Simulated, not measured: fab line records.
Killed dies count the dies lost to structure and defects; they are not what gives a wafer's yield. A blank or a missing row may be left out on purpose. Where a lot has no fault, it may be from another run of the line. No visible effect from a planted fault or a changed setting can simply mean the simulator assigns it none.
Chamber matching | flow nand_harc | pecvd-01 running NHARC_A_M0_PRE_CLEAN_31: 3 sister chambers
The step time 12 s. 14 wafers are shown with their chamber, then 7 later ones without.

== WAFERS PAIRED WITH THEIR CHAMBERS ==
wafer  | chamber | heater_power_w (W) | susceptor_temp_C (C)
L075.1 | 2       | 652                | 369.64
L075.2 | 0       | 577                | 369.80
L075.5 | 1       | 634                | 370.06
L088.2 | 0       | 602                | 369.96
L088.3 | 2       | 631                | 369.57
L088.6 | 2       | 645                | 369.51
L091.2 | 0       | 515                | 369.98
L091.5 | 0       | 514                | 369.61
L091.6 | 1       | 594                | 369.96
L092.1 | 1       | 652                | 369.98
L092.4 | 1       | 646                | 369.84
L092.5 | 2       | 622                | 369.92
L093.1 | 2       | 568                | 370.14
L093.5 | 2       | 563                | 369.92

SIGNATURES, as means of the wafers listed above
reading          | chamber 0 | chamber 1 | chamber 2 | scatter within a chamber
heater_power_w   | 552.00    | 631.50    | 613.50    | 37.5
susceptor_temp_C | 369.8375  | 369.9600  | 369.7833  | 0.195
Rule: distance of a wafer from a chamber = root of the sum over the readings of ((wafer's reading minus chamber's mean) / reading's scatter) squared. The wafer belongs to the nearest chamber; if the next one is less than 2 further off, it can't be placed. The scatter: take each reading less its chamber's mean, square it, sum over the shown wafers, divide by the number of wafers less the number of chambers, and take the root.

== WAFERS WITHOUT THEIR CHAMBER ==
wafer  | heater_power_w (W) | susceptor_temp_C (C)
L093.6 | 608                | 369.86
L095.3 | 649                | 370.40
L095.4 | 661                | 370.26
L095.5 | 575                | 369.99
L096.1 | 614                | 370.04
L096.3 | 636                | 370.01
L096.5 | 595                | 370.00

== WHICH CHAMBER EACH WENT THROUGH ==
wafer  | from the rows above          | in truth
L093.6 | can't be placed: 2 or 1 or 0 | 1
L095.3 | can't be placed: 1 or 2 or 0 | 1
L095.4 | can't be placed: 1 or 2 or 0 | 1
L095.5 | can't be placed: 0 or 2 or 1 | 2
L096.1 | can't be placed: 1 or 2 or 0 | 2
L096.3 | can't be placed: 1 or 2      | 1
L096.5 | can't be placed: 1 or 2 or 0 | 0
Correct placement for 0 of the 7. Can't be placed from these rows: 7 (the true chamber is among the candidates in 7). 0 placed wrongly.
